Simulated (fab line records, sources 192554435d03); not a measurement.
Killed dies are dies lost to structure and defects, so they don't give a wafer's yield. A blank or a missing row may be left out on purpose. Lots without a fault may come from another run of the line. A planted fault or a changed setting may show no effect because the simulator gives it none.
fab line records | flow n5_finfet
record lots=9 wafers=27 last_day=17
route steps=1938 shown GATE_CUT@507 MOL_CONTACT_COAG@518 BEOL_M4@1111 PASSIVATION@1936
lots that met no fault: from a run of the same line without faults
start_h: hours from the record's first day to the start of the lot's first wafer shown | wait_h: hours since the lot's step before | " the same as in the row above | L1.1+2: a row that stands for several wafers | - no value, or no start given | * or withheld: withheld | < > ~ a bound
route shown NAME@n: a module of which the file shows steps, and the number in the route of the first | usual: mean/standard deviation of fault-free wafers | same: alike in all rows | chamber/n: place in a boat | sites: the reading at each site | _std_site: their standard deviation | _edge_site: outer sites' mean less inner sites' | radius_mm: how far each site lies from the wafer's centre | mask NAME#n: copy n | behind: the tool/chamber that last shaped the wafer | hold: why the lot was held/for how many hours/how that ended | device: the transistor (n, p or np) that didn't switch | end of line: the same wafers' tests at the end of the route | a step without rows: its recipe alone | killed: dies lost to structure and defects at the first sort, not the wafer's yield | map: a wafer's dies, x killed, . not, _ none there
set.NAME: the setting as run; set.NAME@STEP: as run at that earlier step | model.NAME: the simulator's own value behind a step, which no gauge read
steps of the route over a sample of lots; a table a step, a row a wafer
services: from which hour (start_h, from the record's first day; less than 0 if before it) a tool's chamber was out of use, for how many hours, and why
## steps
# step N5_GATE_CUT_STRIP_21
# recipe chemistry=N2/H2 time_s=30 power_w=1000 temp_c=250 pressure_mtorr=withheld n2_flow_sccm=1750 h2_flow_sccm=3250
# usual drypump_motor_current_A=5.83/0.057 heater_power_w=356/39
# columns lot.wafer tool chamber start_h wait_h drypump_motor_current_A heater_power_w rf_hours_counter_h
L934.1 plasma_asher-02 1 102.96 0.0 5.74 334 41
L934.4 " 1 " " 5.74 329 -
L934.6 " 0 " " 5.89 415 -
L935.1 plasma_asher-01 1 109.22 0.0 5.86 308 93
L935.2 " 0 " " 5.82 362 93
L935.3 " 1 " " 5.89 302 -
L939.3 plasma_asher-02 0 144.13 0.1 5.87 409 -
L939.4 " 1 " " 5.77 329 -
L939.5 " 0 " " 5.87 412 -
L944.2 plasma_asher-02 0 167.27 0.0 5.91 403 54
L944.3 " 0 " " 5.90 411 -
L944.4 " 1 " " 5.76 344 -
L947.1 plasma_asher-02 1 193.05 0.0 5.77 323 59
L947.2 " 0 " " 5.90 410 59
L947.3 " 1 " " 5.76 341 -
L948.1 plasma_asher-02 0 200.75 0.0 5.89 415 60
L948.2 " 1 " " 5.77 329 60
L948.5 " 1 " " 5.75 321 -
L949.1 plasma_asher-02 1 202.46 0.0 5.76 328 61
L949.4 " 1 " " 5.77 321 -
L949.5 " 1 " " 5.78 332 -
L950.1 plasma_asher-02 0 209.71 0.0 5.95 408 62
L950.2 " 1 " " 5.77 328 62
L950.5 " 0 " " 5.93 405 -
L954.1 plasma_asher-02 0 227.72 0.0 5.87 402 65
L954.2 " 1 " " 5.74 332 65
L954.4 " 0 " " 5.90 403 -
# step N5_GATE_CUT_CMP_61
# recipe stop_on=SiNx t_overpolish_s=3 post_cmp_clean=alkaline_brush down_force_psi=4 platen_rpm=27.09 pad_velocity_m_s=0.539
# usual motor_current_A=12.5/1.4 retaining_ring_pressure_frac=0.999/0.0048 slurry_flow_ml_min=150.0/0.49
# same t_overpolish_s=3
# columns lot.wafer tool chamber start_h wait_h motor_current_A retaining_ring_pressure_frac slurry_flow_ml_min
L934.1 cmp-01 2 105.44 0.3 13.5 1.002 149.3
L934.4 " 3 " " 12.5 0.999 149.9
L934.6 " 1 " " 13.6 1.004 149.8
L935.3 cmp-04 2 111.78 0.3 11.2 1.007 149.9
L935.2 " 3 " " 12.1 1.002 149.6
L935.1 " 0 " " 10.9 1.000 149.0
L939.3 cmp-04 0 146.96 0.4 10.2 0.993 149.6
L939.4 " 2 " " 10.7 0.993 150.8
L939.5 " 1 " " 14.8 1.010 150.6
L944.4 cmp-01 2 172.60 0.4 14.3 1.000 150.2
L944.3 " 3 " " 11.9 1.010 150.4
L944.2 " 1 " " 13.6 1.012 149.6
L947.2 cmp-02 2 195.59 0.4 10.5 0.987 149.9
L947.3 " 3 " " 15.0 0.995 149.8
L947.1 " 0 " " 11.8 1.005 149.8
L948.1 cmp-04 1 203.20 0.4 14.5 0.996 149.8
L948.2 " 3 " " 12.1 1.003 150.2
L948.5 " 1 " " 14.4 0.993 149.6
L949.1 cmp-02 1 204.96 0.3 12.1 0.997 150.8
L949.4 " 2 " " 11.2 1.007 150.1
L949.5 " 3 " " 13.9 1.001 149.3
L950.1 cmp-01 3 212.27 0.3 12.5 0.990 150.1
L950.2 " 1 " " 14.0 0.993 150.7
L950.5 " 3 " " 12.9 0.994 149.7
L954.2 cmp-02 1 230.93 0.4 11.7 0.996 150.2
L954.1 " 3 " " 14.6 1.000 150.4
L954.4 " 0 " " 10.8 1.005 149.8
# step N5_GATE_CUT_INSPECT_26
# recipe inspect_instrument=darkfield mode=post_cmp
# usual raw_defect_count=43/18
# columns lot.wafer tool chamber start_h wait_h raw_defect_count
L934.1 defect_inspect-01 - 105.64 0.0 50
L934.4 " - " " 35
L934.6 " - " " 52
L935.1 defect_inspect-01 - 111.98 0.0 45
L935.2 " - " " 19
L935.3 " - " " 35
L939.3 defect_inspect-02 - 147.19 0.0 42
L939.4 " - " " 48
L939.5 " - " " 26
L944.2 defect_inspect-01 - 172.84 0.0 54
L944.3 " - " " 29
L944.4 " - " " 38
L947.1 defect_inspect-02 - 195.82 0.0 54
L947.2 " - " " 55
L947.3 " - " " 43
L948.1 defect_inspect-01 - 203.43 0.0 44
L948.2 " - " " 90
L948.5 " - " " 55
L949.1 defect_inspect-02 - 205.13 0.0 36
L949.4 " - " " 39
L949.5 " - " " 50
L950.1 defect_inspect-01 - 212.47 0.0 43
L950.2 " - " " 55
L950.5 " - " " 39
L954.1 defect_inspect-01 - 231.16 0.0 87
L954.2 " - " " 57
L954.4 " - " " 51
# step N5_MOL_CONTACT_COAG_COAT_104
# recipe resist=SiARC temp_c=220 time_s=60 spin_rpm=1500 resist_thk_nm=12
# usual spin_speed_rpm=1499.8/1.3
# columns lot.wafer tool chamber start_h wait_h spin_speed_rpm
L934.1 litho_track-01 0 105.67 - 1499.8
L934.4 " 0 " " 1500.2
L934.6 " 0 " " 1500.1
L935.1 litho_track-01 0 112.02 - 1500.9
L935.2 " 0 " " 1498.9
L935.3 " 0 " " 1501.7
L939.3 litho_track-03 0 147.23 - 1497.9
L939.4 " 0 " " 1499.6
L939.5 " 0 " " 1498.2
L944.2 litho_track-01 0 172.87 - 1242.7
L944.3 " 0 " " 1243.6
L944.4 " 0 " " 1242.4
L947.1 litho_track-01 0 195.85 - 1244.8
L947.2 " 0 " " 1244.4
L947.3 " 0 " " 1243.8
L948.1 litho_track-03 0 203.47 - 1501.7
L948.2 " 0 " " 1503.1
L948.5 " 0 " " 1499.6
L949.1 litho_track-01 0 205.17 - 1243.1
L949.4 " 0 " " 1241.4
L949.5 " 0 " " 1242.1
L950.1 litho_track-05 0 212.50 - 1500.2
L950.2 " 0 " " 1498.6
L950.5 " 0 " " 1498.2
L954.1 litho_track-05 0 231.20 - 1499.0
L954.2 " 0 " " 1500.6
L954.4 " 0 " " 1500.0
# step N5_MOL_CONTACT_COAG_ETCH_105
# recipe chemistry=CF4 target=SiARC target_depth_a=156 mask_material=CAR-EUV time_s=26 ion_energy_ev=80 pressure_mtorr=40 source_w=545 bias_w=36 Ar_flow_sccm=100 cf4_flow_sccm=100 ends=cleared
# usual drypump_motor_current_A=6.0/0.41 etch_rf_on_time_s=26.0/0.37 oes_product_au=0.67/0.077 rf_vpp_V=184.3/1 showerhead_plenum_p_Torr=2.17/0.055 throttle_valve_pct=15.68/0.15
# columns lot.wafer tool chamber start_h wait_h drypump_motor_current_A etch_rf_on_time_s oes_product_au rf_hours_counter_h rf_vpp_V showerhead_plenum_p_Torr throttle_valve_pct
L934.1 rie_diel-01 3 106.12 0.0 6.1 25.4 0.78 29 186.3 2.18 15.61
L934.4 " 1 " " 6.6 25.5 0.64 176 183.0 2.14 15.86
L934.6 " 0 " " 6.4 25.7 0.81 - 186.5 2.28 15.60
L935.1 rie_diel-03 0 112.58 0.0 5.5 26.1 0.61 206 185.4 2.21 15.62
L935.2 " 2 " " 5.8 26.8 0.62 158 184.7 2.13 15.75
L935.3 " 3 " " 6.1 26.0 0.61 211 183.9 2.12 15.70
L939.3 rie_diel-01 1 147.67 0.0 6.6 25.7 0.63 189 183.4 2.13 15.86
L939.4 " 3 " " 6.1 25.6 0.74 43 184.2 2.18 15.65
L939.5 " 0 " " 6.4 26.2 0.77 - 185.9 2.27 15.62
L944.2 rie_diel-04 0 174.18 0.0 5.4 29.1 0.59 225 184.3 2.11 15.66
L944.3 " 1 " " 5.7 28.6 0.67 137 185.6 2.23 15.84
L944.4 " 2 " " 5.1 28.4 0.63 - 184.3 2.13 15.89
L947.1 rie_diel-04 1 196.73 0.0 5.7 28.6 0.65 146 186.1 2.23 15.86
L947.2 " 0 " " 5.4 29.3 0.59 233 183.2 2.11 15.68
L947.3 " 3 " " 6.1 28.0 0.82 5 183.4 2.11 15.29
L948.1 rie_diel-01 3 204.09 0.0 6.1 25.6 0.72 63 184.2 2.17 15.68
L948.2 " 2 " " 5.9 25.9 0.64 156 184.1 2.15 15.52
L948.5 " 2 " " 5.9 25.9 0.63 - 184.0 2.15 15.50
L949.1 rie_diel-04 3 205.65 0.0 6.1 28.3 0.81 8 184.2 2.11 15.30
L949.4 " 2 " " 5.2 28.5 0.61 - 181.8 2.13 15.91
L949.5 " 1 " " 5.7 28.5 0.66 - 185.2 2.22 15.88
L950.1 rie_diel-01 2 213.07 0.0 5.9 26.2 0.63 159 182.9 2.15 15.52
L950.2 " 3 " " 6.1 25.5 0.71 67 184.4 2.17 15.69
L950.5 " 0 " " 6.4 26.0 0.74 - 185.9 2.27 15.68
L954.1 rie_diel-01 0 231.78 0.0 6.4 26.6 0.73 49 185.3 2.26 15.69
L954.2 " 3 " " 6.1 26.3 0.70 73 184.2 2.17 15.68
L954.4 " 0 " " 6.5 26.4 0.72 - 184.6 2.26 15.68
# step N5_BEOL_M4_RC_MEAS_101
# usual DIBL_N=36.3/1.2 DIBL_P=36.7/1.5 IOFF_N=0.164/0.02 IOFF_P=0.214/0.024 ION_N=673/8.5 ION_P=461/5.9 SS_N=71.6/0.44 SS_P=73.3/0.55 VT_N=249.4/2.4 VT_P=-250.0/2.3
# columns lot.wafer tool chamber start_h wait_h DIBL_N[mV/V] DIBL_P[mV/V] IOFF_N[nA/um] IOFF_P[nA/um] ION_N[uA/um] ION_P[uA/um] SS_N[mV/dec] SS_P[mV/dec] VT_N[mV] VT_P[mV]
L934.1 prober-02 0 174.60 0.0 37.0 37.7 0.187 0.214 688 461 72.5 73.3 246.9 -248.0
L934.4 " 0 " " 35.4 36.0 0.150 0.183 673 456 71.9 73.1 251.1 -253.8
L934.6 " 0 " " 34.7 35.2 0.138 0.173 665 456 71.7 72.8 250.6 -253.1
L935.1 prober-01 0 188.99 0.0 36.0 36.0 0.149 0.187 658 446 71.7 73.1 253.4 -250.9
L935.2 " 0 " " 36.0 35.6 0.144 0.178 661 452 71.4 73.0 253.4 -251.6
L935.3 " 0 " " 36.9 37.8 0.173 0.210 673 458 72.4 73.6 250.8 -251.3
L939.3 prober-01 0 234.01 0.3 36.1 37.7 0.172 0.219 683 464 71.6 73.4 248.2 -248.6
L939.4 " 0 " " 35.7 37.2 0.164 0.210 677 464 72.1 73.6 248.6 -251.2
L939.5 " 0 " " 37.2 39.5 0.199 0.248 689 465 72.6 75.0 244.6 -247.5
L944.2 prober-02 0 254.19 0.2 36.5 37.6 0.160 0.190 662 452 71.1 73.3 250.8 -252.2
L944.3 " 0 " " 37.9 39.0 0.177 0.217 671 462 71.5 73.3 249.7 -253.4
L944.4 " 0 " " 38.2 39.6 0.188 0.213 659 452 72.3 73.2 244.9 -249.8
L947.1 prober-02 0 269.18 0.0 36.0 36.7 0.159 0.232 679 466 72.1 73.3 249.3 -248.2
L947.2 " 0 " " 34.2 33.7 0.129 0.190 670 463 71.5 72.7 251.4 -248.6
L947.3 " 0 " " 35.2 34.7 0.141 0.192 663 457 71.1 72.7 250.4 -251.4
L949.1 prober-01 0 280.96 0.0 33.7 35.5 0.131 0.181 664 459 71.2 72.7 252.4 -252.3
L949.4 " 0 " " 32.4 33.5 0.114 0.160 662 455 71.1 72.2 254.5 -253.9
L949.5 " 0 " " 34.8 36.5 0.151 0.200 660 454 70.9 73.3 249.7 -249.8
L948.1 prober-02 0 282.84 0.0 35.7 36.6 0.176 0.214 678 460 71.9 73.4 248.0 -253.1
L948.2 " 0 " " 35.6 36.9 0.173 0.209 675 461 72.3 73.1 249.2 -250.9
L948.5 " 0 " " 35.6 36.2 0.174 0.202 682 459 72.5 73.6 247.9 -251.1
L950.1 prober-01 0 286.48 0.0 36.5 36.7 0.186 0.219 677 459 71.7 73.8 248.8 -249.0
L950.2 " 0 " " 35.7 35.6 0.168 0.209 691 464 71.4 73.6 247.4 -251.4
L950.5 " 0 " " 34.4 34.3 0.150 0.187 681 463 71.3 73.1 251.1 -252.3
L954.1 prober-02 0 307.18 0.0 36.3 38.1 0.159 0.214 680 465 71.2 73.8 251.0 -251.5
L954.2 " 0 " " 36.1 38.3 0.160 0.214 672 465 71.2 73.3 251.5 -250.7
L954.4 " 0 " " 38.6 40.1 0.200 0.258 682 469 72.3 74.7 247.2 -249.7
# step N5_PASSIVATION_PROBE_49
# usual defect_limited_yield=91.2/1.5 killed_at_M0_to_M3=35/11 killed_at_M4_up=13/5.6 killed_at_contacts=13/6.3 killed_at_front_end=38/12 killed_at_other=3.7/2.9 killed_dies=104/18 killed_open=69/13 killed_short=34/8.3 sort_bin_5_function=5.2/0.95 sort_bin_6_memory=3.3/0.68 sort_n_pass=1076/18 sort_yield_pct=91.2/1.5
# same gross_dies=1180 killed_at_back_side=0 sort_bin_4_leakage[%]=0 sort_bin_8_speed[%]=0
# columns lot.wafer tool chamber start_h wait_h defect_limited_yield[%] killed_at_M0_to_M3 killed_at_M4_up killed_at_contacts killed_at_front_end killed_at_other killed_dies killed_open killed_short sort_bin_5_function[%] sort_bin_6_memory[%] sort_n_pass sort_yield_pct[%]
L948.5 prober-02 - 383.89 0.2 92.7 23 16 18 27 2 86 59 26 4.3 2.9 1094 92.7
# killed by level:class
L948.5 MOL_CONTACT_COAG:geometric_particle:open=13 BEOL_M3:geometric_particle:open=8 STI_FIN_REVEAL:geometric_particle:open=5 BEOL_M2:geometric_particle:open=5 MOL_CONTACT_COAG:geometric_particle:short=5 BEOL_M5:geometric_particle:open=5 FIN_SAQP:geometric_particle:short=4 GATE_CUT:geometric_particle:short=4
## services
# columns tool chamber start_h hours kind
cmp-01 - 82.45 2.5 repair
rie_diel-03 3 90.78 8.7 repair
litho_track-05 - 102.02 - consumable_replace:filter
rie_diel-03 2 120.65 6.2 repair
rie_diel-01 1 121.10 5.2 repair
cmp-02 - 142.18 7.5 pm
cmp-02 - 153.77 4.0 pm
rie_diel-03 0 155.80 6.7 repair
cmp-02 - 157.77 - consumable_replace:conditioner
cmp-02 - 157.77 - consumable_replace:pad
cmp-04 - 166.09 6.3 pm
rie_diel-04 3 168.49 - clean
rie_diel-04 3 168.49 - consumable_replace:focus_ring
rie_diel-04 3 168.49 13.4 scheduled_down
rie_diel-04 3 168.49 13.4 vent_cycle
cmp-04 - 174.50 1.8 repair
rie_diel-03 1 180.59 - clean
rie_diel-03 1 180.59 - consumable_replace:focus_ring
rie_diel-03 1 180.59 22.5 scheduled_down
rie_diel-03 1 180.59 22.5 vent_cycle
cmp-04 - 212.57 4.0 pm
cmp-04 - 216.57 - consumable_replace:conditioner
cmp-04 - 216.57 - consumable_replace:pad
rie_diel-01 1 228.63 16.2 repair
## key
first_sign step=N5_MOL_CONTACT_COAG_COAT_104 reading=spin_speed_rpm direction=down sigmas=99+ usual=* struck=*
effect step=N5_MOL_CONTACT_COAG_ETCH_105 reading=etch_rf_on_time_s direction=up sigmas=7 usual=* struck=*
met_at N5_MOL_CONTACT_COAG_COAT_104
struck_lots L944,L947,L949
not_acting_at N5_GATE_CUT_STRIP_21,N5_GATE_CUT_CMP_61,N5_GATE_CUT_INSPECT_26
onset_between 112.02 172.87
fault kind=process_parameter_drift tool=litho_track-01 chamber=- onset_h=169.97 steps=N5_MOL_CONTACT_COAG_COAT_104 channel=spin_rpm offset=* shape=step end_h=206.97 acts_in=* stated=*
